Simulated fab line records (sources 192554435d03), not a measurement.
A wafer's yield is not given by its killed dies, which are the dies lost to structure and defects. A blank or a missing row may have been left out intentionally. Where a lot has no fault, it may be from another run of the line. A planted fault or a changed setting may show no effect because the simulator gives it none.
8D (eight disciplines) problem report, filled in by code || flow n5 finfet || the parts of the form that need people (team, actions taken, sign-off) are left out

== 1. WHAT WENT WRONG ==
Wafers with no fault read 3.3 with a standard deviation of 2.7, whereas killed at other at N5_PASSIVATION_PROBE_49 reads a mean of 101.0 on 1 wafer of 1 lot. That puts it +36 standard deviations away from the usual mean.
First seen on wafer L948.2, day 15 06:47, on prober-01. The record holds 32 wafers of 11 lots with a number at this step. Rule for "out" (also "out of limits"): further than 4 standard deviations from the usual mean. All remaining wafers that have a number are taken as sound.

== 2. WHAT THIS IS AND IS NOT ==
{"question": "which readings at this step", "is": "killed at other, defect limited yield, killed dies, sort_bin_5_function, sort n pass, sort yield pct", "is not": "killed_at_M0_to_M3, killed_at_M4_up, killed at contacts, killed at front end, killed open, killed short, sort_bin_4_leakage, sort_bin_6_memory, sort_bin_8_speed"}
{"question": "which lots", "is": "L948", "is not": "L934, L935, L936, L937, L938, L939, L950, L952, L953, L954"}
{"question": "which wafers of those lots", "is": "L948.2", "is not": "L948.1, L948.6"}
{"question": "read on which tools", "is": "prober-01", "is not": "prober-02"}
{"question": "when", "is": "from day 15 06:47", "is not": "up to then (19 sound wafers); but 12 sound wafers of L948, L950, L952, L953, L954 came after"}

== 3. WHAT RULES OUT EACH SUSPECT ==
Counting: if a tool at a process step up to the reading ran every lot that is out, it stays a suspect. Sound lots after the first of them don't rule it out here, since some wafers of a struck lot are sound.
- pvd sputter-01 at N5_PASSIVATION_PRE_CLEAN_19: kept. It ran the lot that is out, L948 (day 15 00:55); its last sound lot up to then is L937 (day 12 13:09).
- pvd sputter-01 at N5_PASSIVATION_SPUTTER_20 (material TaN, target thk 50 nm): kept. It ran the lot that is out, L948 (day 15 00:57); its last sound lot up to then is L937 (day 12 13:11).
- rie diel-03 at N5_PASSIVATION_DESCUM_46 (chemistry O2, time 7.9 s): kept. It ran the lot that is out, L948 (day 15 03:41); its last sound lot up to then is L937 (day 12 16:23).
- prober-01 at N5_PASSIVATION_PROBE_49: kept. It ran the lot that is out, L948 (day 15 06:44). Its own defect limited yield, killed at other, killed dies, sort_bin_5_function, sort n pass, sort yield pct readings are out on those wafers.
- Within rie diel-03 at N5_PASSIVATION_DESCUM_46: the wafers that are out ran in chamber 1; their sound lot-mates ran in chambers 0, 2.
Left after counting: pvd sputter-01 at N5_PASSIVATION_PRE_CLEAN_19, pvd sputter-01 at N5_PASSIVATION_SPUTTER_20, rie diel-03 at N5_PASSIVATION_DESCUM_46, prober-01 at N5_PASSIVATION_PROBE_49.

== 4. THE CAUSE (what the simulator had put in) ==
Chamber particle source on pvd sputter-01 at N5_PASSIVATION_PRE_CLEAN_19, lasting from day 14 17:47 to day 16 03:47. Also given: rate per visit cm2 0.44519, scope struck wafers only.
After counting, 4 suspects remain, this tool included.

== 5. THE EFFECT CHAIN, in route order ==
One row per reading whose mean, taken over the struck wafers that have a number, lies over 3 standard deviations from the usual. Readings are gone through only where the record gives a usual standard deviation; hours: the median, over the lots, of the time from a lot's start at the first step in this table giving one to that lot's start at this step; sigmas: the change measured in usual standard deviations.
{"hours": 0, "step": "N5_PASSIVATION_PROBE_49", "reading": "defect limited yield", "usual": "91.5 %", "on struck wafers": 84.4, "change": -7.1, "sigmas": -5.1}
{"hours": 0, "step": "N5_PASSIVATION_PROBE_49", "reading": "killed at other", "usual": 3.3, "on struck wafers": 101.0, "change": "+97.7", "sigmas": "+36"}
{"hours": 0, "step": "N5_PASSIVATION_PROBE_49", "reading": "killed dies", "usual": 100, "on struck wafers": 184, "change": "+84", "sigmas": "+4.9"}
{"hours": 0, "step": "N5_PASSIVATION_PROBE_49", "reading": "sort_bin_5_function", "usual": "4.9 %", "on struck wafers": 10.3, "change": "+5.4", "sigmas": "+6.0"}
{"hours": 0, "step": "N5_PASSIVATION_PROBE_49", "reading": "sort n pass", "usual": 1080, "on struck wafers": 996, "change": -84, "sigmas": -4.9}
{"hours": 0, "step": "N5_PASSIVATION_PROBE_49", "reading": "sort yield pct", "usual": "91.5 %", "on struck wafers": 84.4, "change": -7.1, "sigmas": -5.1}
Here are the process steps it includes:
- N5_PASSIVATION_PROBE_49

== 6. WHAT WOULD HAVE CAUGHT IT SOONER ==
13 hours passed between the start of the fault at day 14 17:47 and the first reading out of limits in this record, taken at day 15 06:47.
No tool reading at N5_PASSIVATION_PRE_CLEAN_19 that has a usual standard deviation in the record was out on any struck wafer, so an alarm limit of 4 standard deviations on those readings would not have fired.
By day 15 06:47, every lot that is out (1) had started N5_PASSIVATION_PRE_CLEAN_19 on pvd sputter-01. None of them would have been spared by holding the tool at that moment.
